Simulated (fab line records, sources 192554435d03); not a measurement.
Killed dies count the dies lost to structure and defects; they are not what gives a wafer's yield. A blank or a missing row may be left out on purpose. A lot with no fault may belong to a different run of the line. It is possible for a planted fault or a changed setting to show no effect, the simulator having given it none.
2 desks, one fault | flow n5 finfet | each desk holds nothing but its own numbers, with what lay behind them at the end

## FOR THE TOOL OWNER'S DESK: litho track-02
The tool's own readings at N5_BEOL_M15_COAT_04 (resist thk 800 nm): means of the sampled wafers that have a number, for each lot that ran on this tool. Any lot whose mean is over 4 standard deviations away from the usual mean is out of limits and marked OUT; that distance is given in the brackets.
Columns: A = spin speed rpm at N5_BEOL_M15_COAT_04, usual 1704.1 rpm
lot  | first seen here | A
L519 | day 12 01:16    | 1703.0
L522 | day 12 15:28    | 1704.4
L527 | day 14 02:49    | 1440.6 (-99 or more) OUT
L531 | day 15 15:39    | 1440.8 (-99 or more) OUT
This desk finds L527, L531 out of limits, L527 being first, at day 14 02:49 (spin speed rpm at N5_BEOL_M15_COAT_04). L519, L522: within limits.

## AT THE METROLOGY DESK
What the gauges read for every lot (on any tool): the sampled wafers with a number, averaged. Any lot whose mean is over 4 standard deviations away from the usual mean is out of limits and marked OUT; that distance is given in the brackets.
Columns: A = V13_OVL at N5_BEOL_M14_OVL_MEAS_11, usual 2 nm; B = V14_OVL at N5_BEOL_M15_OVL_MEAS_11, usual -1 nm
lot  | first seen here | A  | B
L517 | day 11 06:11    | -3 | -5
L516 | day 11 06:35    | 10 | -3
L518 | day 11 14:49    | 7  | -3
L519 | day 11 16:25    | 8  | -3
L522 | day 12 08:26    | 4  | -1
L527 | day 13 19:28    | -0 | 0
L529 | day 14 15:07    | -3 | 1
L534 | day 15 05:40    | -0 | 5
L531 | day 15 10:38    | 4  | 7
L535 | day 16 02:45    | -3 | -0
L537 | day 16 10:03    | 1  | -10
L536 | day 16 11:11    | -1 | 6
L538 | day 16 17:07    | 4  | -2
Result from this desk: across the 13 lots, nothing is out of limits.

## PUT TOGETHER
An alarm could have come from the tool owner's desk at day 14 02:49, on L527, L531.
From the metrology desk's view, nothing was out of limits.
The metrology desk has L527, L531 on record, within its limits.
Of the lots named, all ran N5_BEOL_M15_COAT_04 on litho track-02.

## WHAT THE SIMULATOR HAD PUT IN
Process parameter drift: litho track-02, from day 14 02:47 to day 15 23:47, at N5_BEOL_M15_COAT_04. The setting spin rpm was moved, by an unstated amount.
Lots struck among those shown: L527, L531.
Each desk's first reading out of limits, in hours after the fault started: the tool owner's desk, 0.
